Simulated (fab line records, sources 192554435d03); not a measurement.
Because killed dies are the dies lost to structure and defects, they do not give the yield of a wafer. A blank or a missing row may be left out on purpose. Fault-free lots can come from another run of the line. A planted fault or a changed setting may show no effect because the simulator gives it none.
Lot-split experiment || flow n5_finfet || on a route of 1938 steps: 7 lots, 39 wafers read

## THE SPLIT
At N5_DUMMY_GATE_ETCH_42 (etches SiO2 in CHF3/O2, target depth 3.5 nm, time 31 s), the setting bias_w was moved away from the recipe's 12 W on 15 of the 39 wafers read, by -18.1% to +15.5%. For the rest of the wafers, this setting stayed at what the recipe calls for.

The split's own step is where the reading is taken.

## THE READING
rf_vpp_V, in V, at N5_DUMMY_GATE_ETCH_42 (etches SiO2 in CHF3/O2, target depth 3.5 nm, time 31 s). A value of 42.6 V with a standard deviation of 0.93 V is what fault-free wafers of this fab line usually give.

{"wafer": "L074.1", "tool, chamber at the split": "rie_diel-03, 0", "bias_w as run, W": 12, "against the recipe": "recipe", "rf_vpp_V, V": 43.8, "against lot-mates on the recipe": "-"}
{"wafer": "L074.2", "tool, chamber at the split": "rie_diel-03, 2", "bias_w as run, W": 12.6, "against the recipe": "+5.0%", "rf_vpp_V, V": 44.6, "against lot-mates on the recipe": "+1.1"}
{"wafer": "L074.3", "tool, chamber at the split": "rie_diel-03, 3", "bias_w as run, W": 12.6, "against the recipe": "+5.0%", "rf_vpp_V, V": 43.9, "against lot-mates on the recipe": "+0.4"}
{"wafer": "L074.4", "tool, chamber at the split": "rie_diel-03, 1", "bias_w as run, W": 12, "against the recipe": "recipe", "rf_vpp_V, V": 42.9, "against lot-mates on the recipe": "-"}
{"wafer": "L074.5", "tool, chamber at the split": "rie_diel-03, 2", "bias_w as run, W": 12, "against the recipe": "recipe", "rf_vpp_V, V": 43.7, "against lot-mates on the recipe": "-"}
{"wafer": "L074.6", "tool, chamber at the split": "rie_diel-03, 3", "bias_w as run, W": 12.6, "against the recipe": "+5.0%", "rf_vpp_V, V": 45.9, "against lot-mates on the recipe": "+2.4"}
{"wafer": "L075.1", "tool, chamber at the split": "rie_diel-05, 1", "bias_w as run, W": 12, "against the recipe": "recipe", "rf_vpp_V, V": 43.8, "against lot-mates on the recipe": "-"}
{"wafer": "L075.2", "tool, chamber at the split": "rie_diel-05, 2", "bias_w as run, W": 12, "against the recipe": "recipe", "rf_vpp_V, V": 42.3, "against lot-mates on the recipe": "-"}
{"wafer": "L075.3", "tool, chamber at the split": "rie_diel-05, 0", "bias_w as run, W": 11.33, "against the recipe": "-5.6%", "rf_vpp_V, V": 40.8, "against lot-mates on the recipe": -2.3}
{"wafer": "L075.4", "tool, chamber at the split": "rie_diel-05, 3", "bias_w as run, W": 11.33, "against the recipe": "-5.6%", "rf_vpp_V, V": 38.9, "against lot-mates on the recipe": -4.2}
{"wafer": "L075.5", "tool, chamber at the split": "rie_diel-05, 1", "bias_w as run, W": 12, "against the recipe": "recipe", "rf_vpp_V, V": 43.2, "against lot-mates on the recipe": "-"}
{"wafer": "L075.6", "tool, chamber at the split": "rie_diel-05, 2", "bias_w as run, W": 11.33, "against the recipe": "-5.6%", "rf_vpp_V, V": 42.5, "against lot-mates on the recipe": -0.6}
{"wafer": "L082.1", "tool, chamber at the split": "rie_diel-05, 1", "bias_w as run, W": 12, "against the recipe": "recipe", "rf_vpp_V, V": 42.3, "against lot-mates on the recipe": "-"}
{"wafer": "L082.2", "tool, chamber at the split": "rie_diel-05, 3", "bias_w as run, W": 13.86, "against the recipe": "+15.5%", "rf_vpp_V, V": 45.6, "against lot-mates on the recipe": "+3.6"}
{"wafer": "L082.3", "tool, chamber at the split": "rie_diel-05, 2", "bias_w as run, W": 12, "against the recipe": "recipe", "rf_vpp_V, V": 43.1, "against lot-mates on the recipe": "-"}
{"wafer": "L082.4", "tool, chamber at the split": "rie_diel-05, 0", "bias_w as run, W": 13.86, "against the recipe": "+15.5%", "rf_vpp_V, V": 47.8, "against lot-mates on the recipe": "+5.8"}
{"wafer": "L082.5", "tool, chamber at the split": "rie_diel-05, 3", "bias_w as run, W": 12, "against the recipe": "recipe", "rf_vpp_V, V": 40.6, "against lot-mates on the recipe": "-"}
{"wafer": "L082.6", "tool, chamber at the split": "rie_diel-05, 2", "bias_w as run, W": 13.86, "against the recipe": "+15.5%", "rf_vpp_V, V": 46.0, "against lot-mates on the recipe": "+4.0"}
{"wafer": "L087.1", "tool, chamber at the split": "rie_diel-04, 1", "bias_w as run, W": 12, "against the recipe": "recipe", "rf_vpp_V, V": 42.4, "against lot-mates on the recipe": "-"}
{"wafer": "L087.2", "tool, chamber at the split": "rie_diel-04, 3", "bias_w as run, W": 12, "against the recipe": "recipe", "rf_vpp_V, V": 42.8, "against lot-mates on the recipe": "-"}
{"wafer": "L087.3", "tool, chamber at the split": "rie_diel-04, 2", "bias_w as run, W": 12, "against the recipe": "recipe", "rf_vpp_V, V": 43.9, "against lot-mates on the recipe": "-"}
{"wafer": "L087.4", "tool, chamber at the split": "rie_diel-04, 0", "bias_w as run, W": 12, "against the recipe": "recipe", "rf_vpp_V, V": 43.1, "against lot-mates on the recipe": "-"}
{"wafer": "L087.5", "tool, chamber at the split": "rie_diel-04, 3", "bias_w as run, W": 12, "against the recipe": "recipe", "rf_vpp_V, V": 42.9, "against lot-mates on the recipe": "-"}
{"wafer": "L087.6", "tool, chamber at the split": "rie_diel-04, 0", "bias_w as run, W": 12, "against the recipe": "recipe", "rf_vpp_V, V": 42.7, "against lot-mates on the recipe": "-"}
{"wafer": "L089.2", "tool, chamber at the split": "rie_diel-05, 1", "bias_w as run, W": 12, "against the recipe": "recipe", "rf_vpp_V, V": 44.1, "against lot-mates on the recipe": "-"}
{"wafer": "L089.3", "tool, chamber at the split": "rie_diel-05, 3", "bias_w as run, W": 12, "against the recipe": "recipe", "rf_vpp_V, V": 41.6, "against lot-mates on the recipe": "-"}
{"wafer": "L089.6", "tool, chamber at the split": "rie_diel-05, 0", "bias_w as run, W": 12, "against the recipe": "recipe", "rf_vpp_V, V": 41.4, "against lot-mates on the recipe": "-"}
{"wafer": "L094.1", "tool, chamber at the split": "rie_diel-03, 3", "bias_w as run, W": 9.833, "against the recipe": "-18.1%", "rf_vpp_V, V": 37.7, "against lot-mates on the recipe": -5.3}
{"wafer": "L094.2", "tool, chamber at the split": "rie_diel-03, 0", "bias_w as run, W": 12, "against the recipe": "recipe", "rf_vpp_V, V": 41.8, "against lot-mates on the recipe": "-"}
{"wafer": "L094.3", "tool, chamber at the split": "rie_diel-03, 2", "bias_w as run, W": 9.833, "against the recipe": "-18.1%", "rf_vpp_V, V": 36.3, "against lot-mates on the recipe": -6.7}
{"wafer": "L094.4", "tool, chamber at the split": "rie_diel-03, 2", "bias_w as run, W": 12, "against the recipe": "recipe", "rf_vpp_V, V": 43.5, "against lot-mates on the recipe": "-"}
{"wafer": "L094.5", "tool, chamber at the split": "rie_diel-03, 0", "bias_w as run, W": 9.833, "against the recipe": "-18.1%", "rf_vpp_V, V": 35.3, "against lot-mates on the recipe": -7.7}
{"wafer": "L094.6", "tool, chamber at the split": "rie_diel-03, 3", "bias_w as run, W": 12, "against the recipe": "recipe", "rf_vpp_V, V": 43.6, "against lot-mates on the recipe": "-"}
{"wafer": "L096.1", "tool, chamber at the split": "rie_diel-04, 1", "bias_w as run, W": 10.15, "against the recipe": "-15.4%", "rf_vpp_V, V": 37.7, "against lot-mates on the recipe": -4.9}
{"wafer": "L096.2", "tool, chamber at the split": "rie_diel-04, 0", "bias_w as run, W": 12, "against the recipe": "recipe", "rf_vpp_V, V": 42.7, "against lot-mates on the recipe": "-"}
{"wafer": "L096.3", "tool, chamber at the split": "rie_diel-04, 3", "bias_w as run, W": 12, "against the recipe": "recipe", "rf_vpp_V, V": 42.8, "against lot-mates on the recipe": "-"}
{"wafer": "L096.4", "tool, chamber at the split": "rie_diel-04, 2", "bias_w as run, W": 10.15, "against the recipe": "-15.4%", "rf_vpp_V, V": 37.3, "against lot-mates on the recipe": -5.3}
{"wafer": "L096.5", "tool, chamber at the split": "rie_diel-04, 1", "bias_w as run, W": 10.15, "against the recipe": "-15.4%", "rf_vpp_V, V": 37.7, "against lot-mates on the recipe": -4.9}
{"wafer": "L096.6", "tool, chamber at the split": "rie_diel-04, 2", "bias_w as run, W": 12, "against the recipe": "recipe", "rf_vpp_V, V": 42.3, "against lot-mates on the recipe": "-"}

THE FIT
A straight line over all 39 wafers: rf_vpp_V changes by +0.315 V for each +1% of bias_w; r = +0.93; the points scatter about the line by 1 V.
The same after taking each lot's own level away (the mean of its wafers on the recipe; 39 wafers): +0.328 V for each +1%; r = +0.95; scatter 0.9 V.
That fit puts the effect of the largest move of bias_w on the reading at 5.9 V.
From 42.00 to 43.47 V: that is the span of the lots' own levels, equal to 1.6 times the standard deviation above.
The two slopes are in agreement: the lot-to-lot level therefore moves the slope only a little.
Check: with one of the wafers moved furthest among these (-18.1%) left out of the fit, the line predicts -6.2 V for it against its lot-mates. Against them it came out at -5.27 V.
Tool readings at the split's step, against how far the setting was moved: rf_vpp_V r = +0.93.

## THESE WAFERS: OTHER SPLITS
Before the reading, these wafers also passed through other splits. Each is held against what the fit with the lots' levels taken away leaves over:
{"other split on the same wafers": "N5_WELL_APT_IMPLANT_15 energy_kev", "wafers away from the commonest value": 15, "r with rf_vpp_V (lot level and that fit taken away)": "+0.08"}
{"other split on the same wafers": "N5_WELL_APT_EPI_41 target_thk_a", "wafers away from the commonest value": 15, "r with rf_vpp_V (lot level and that fit taken away)": -0.01}
{"other split on the same wafers": "N5_DUMMY_GATE_ETCH_32 time_s", "wafers away from the commonest value": 12, "r with rf_vpp_V (lot level and that fit taken away)": "+0.04"}

## THE FILE'S OWN FIT
rf_vpp_V changes by +0.331 V for each +1% of bias_w, r = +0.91.
